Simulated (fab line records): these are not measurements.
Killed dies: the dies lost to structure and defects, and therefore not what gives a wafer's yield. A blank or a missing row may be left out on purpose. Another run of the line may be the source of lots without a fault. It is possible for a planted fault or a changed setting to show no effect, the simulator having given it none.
The tool behind it: which one? + flow n5_finfet + 33 wafers from 11 lots sampled at 3 of the route's 1938 steps

WHAT THE GAUGES SHOWED, per wafer
N5_BEOL_M15_INSPECT_30: inspects for defects (macro).
| lot  | measured     | on                | raw_defect_count |
|------|--------------|-------------------|------------------|
| L672 | day 11 15:53 | defect_inspect-02 | 5 1 5            |
| L673 | day 11 21:40 | defect_inspect-01 | 4 4 3            |
| L674 | day 12 11:17 | defect_inspect-01 | 3 1 2            |
| L677 | day 13 06:15 | defect_inspect-02 | 5 1 3            |
| L675 | day 13 08:25 | defect_inspect-01 | 271 6 1          |
| L686 | day 15 17:49 | defect_inspect-01 | 2 2 3            |
| L692 | day 16 12:47 | defect_inspect-02 | 2 6 1            |
| L690 | day 16 13:49 | defect_inspect-01 | 0 1 2            |
| L694 | day 17 09:25 | defect_inspect-02 | 3 3 2            |
| L695 | day 17 13:56 | defect_inspect-02 | 4 4 3            |
| L693 | day 17 18:14 | defect_inspect-02 | 4 3 3            |

EACH LOT AND THE TOOL THAT RAN IT (in order: tool; ch and the chambers of the sampled wafers; start)
| lot  | N5_BEOL_M15_STRIP_64                          | N5_BEOL_M15_STRIP_65                |
|------|-----------------------------------------------|-------------------------------------|
| L672 | rie_diel-02 ch 0,1,2, day 11 14:53 or earlier | wet_bench-03 ch 2,6,7, day 11 14:53 |
| L673 | rie_diel-03 ch 0,1,2, day 11 20:41 or earlier | wet_bench-05 ch 2,4,5, day 11 20:41 |
| L674 | rie_diel-01 ch 1,2,3, day 12 10:15 or earlier | wet_bench-06 ch 0,1,4, day 12 10:15 |
| L677 | rie_diel-02 ch 0,1,3, day 13 05:08 or earlier | wet_bench-03 ch 1,6,7, day 13 05:08 |
| L675 | rie_diel-01 ch 0,1,2, day 13 07:26 or earlier | wet_bench-03 ch 2,4,6, day 13 07:26 |
| L686 | rie_diel-03 ch 0,2,3, day 15 16:35 or earlier | wet_bench-05 ch 2,5,6, day 15 16:35 |
| L692 | rie_diel-02 ch 2,3, day 16 11:40 or earlier   | wet_bench-06 ch 3,4,6, day 16 11:40 |
| L690 | rie_diel-01 ch 1,2, day 16 12:50 or earlier   | wet_bench-05 ch 0,5,6, day 16 12:50 |
| L694 | rie_diel-02 ch 0,3, day 17 08:25 or earlier   | wet_bench-03 ch 0,5,6, day 17 08:25 |
| L695 | rie_diel-03 ch 0,1,2, day 17 12:38 or earlier | wet_bench-03 ch 1,4,7, day 17 12:38 |
| L693 | rie_diel-02 ch 0,2,3, day 17 17:07 or earlier | wet_bench-05 ch 0,6,7, day 17 17:07 |
- N5_BEOL_M15_STRIP_64: strips in O2.
- N5_BEOL_M15_STRIP_65: strips in post etch residue remover, time 60 s.

THE ANSWER, worked out from the rows above alone
Rule: the lots themselves supply what counts as usual. Put in order of their means at a reading, lots are off if they are a third of the lots or fewer, leave a main group of 4 or more, and stand apart from it by a gap of 3 or more times the standard deviation of the main group's means; of several such gaps the widest counts. Not used: any main group whose means are identical at the precision the tables above print for the reading. A lot without any number at a reading at which 4 lots or more have one is off too. All remaining lots with rows at the step are treated as sound.
Off at N5_BEOL_M15_INSPECT_30 (raw_defect_count): L675. The main group: mean 2.8, standard deviation 0.82.
A tool fits if, at a process step before that reading, it ran every lot that is off, and no sound lot after the first of them. Gauges at N5_BEOL_M15_INSPECT_30: tried the same way as those tools. N5_BEOL_M15_STRIP_64 gives no start for some lots, so the hours and the order of its lots are those of N5_BEOL_M15_STRIP_65. None of those tried fits.

WHAT WAS PUT IN BY THE SIMULATOR
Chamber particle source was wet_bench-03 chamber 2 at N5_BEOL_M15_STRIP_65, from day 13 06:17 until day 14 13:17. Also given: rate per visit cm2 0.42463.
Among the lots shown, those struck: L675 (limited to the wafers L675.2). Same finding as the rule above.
